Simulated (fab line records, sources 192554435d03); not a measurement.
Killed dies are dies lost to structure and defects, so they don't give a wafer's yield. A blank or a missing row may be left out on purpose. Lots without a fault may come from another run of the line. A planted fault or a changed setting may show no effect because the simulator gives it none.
Chamber matching | flow n5_finfet | N5_BEOL_M9_TRENCH_ETCH_37 on rie_diel-01: 4 sister chambers
The step etches SiCOH lowk in C4F6/O2, target depth 151.43 nm, time 49 s. 4 wafers are shown with their chamber, then 8 later ones without.

WAFERS WITH THEIR CHAMBER
wafer  | chamber | showerhead_plenum_p_Torr (Torr)
L572.2 | 2       | 2.93
L577.5 | 0       | 2.89
L577.6 | 3       | 2.81
L578.1 | 1       | 3.00

WAFERS WITHOUT THEIR CHAMBER
wafer  | showerhead_plenum_p_Torr (Torr)
L578.2 | 2.81
L578.4 | 2.89
L580.1 | 3.00
L580.2 | 2.92
L580.4 | 2.89
L586.1 | 2.99
L586.2 | 2.88
L586.5 | 2.80

WHICH CHAMBER EACH WENT THROUGH
wafer  | from the rows above | in truth
L578.2 | 3                   | 3
L578.4 | 0                   | 0
L580.1 | 1                   | 1
L580.2 | 2                   | 2
L580.4 | 0                   | 0
L586.1 | 1                   | 1
L586.2 | 0                   | 0
L586.5 | 3                   | 3
Placed correctly: 8 of 8. Can't be placed from these rows: 0. Placed wrongly: 0.
How it was worked out, from the rows above alone: a wafer's distance from a chamber is the root of the sum, over the readings, of the square of ((its reading less the chamber's mean) divided by the reading's scatter). The wafer belongs to the nearest chamber; if the next one is less than 2 further off, it can't be placed. A chamber's mean is the mean of its shown wafers. The scatter: with one shown wafer a chamber, the root of the mean of the squares of how far each hidden wafer lies from its nearest shown one.
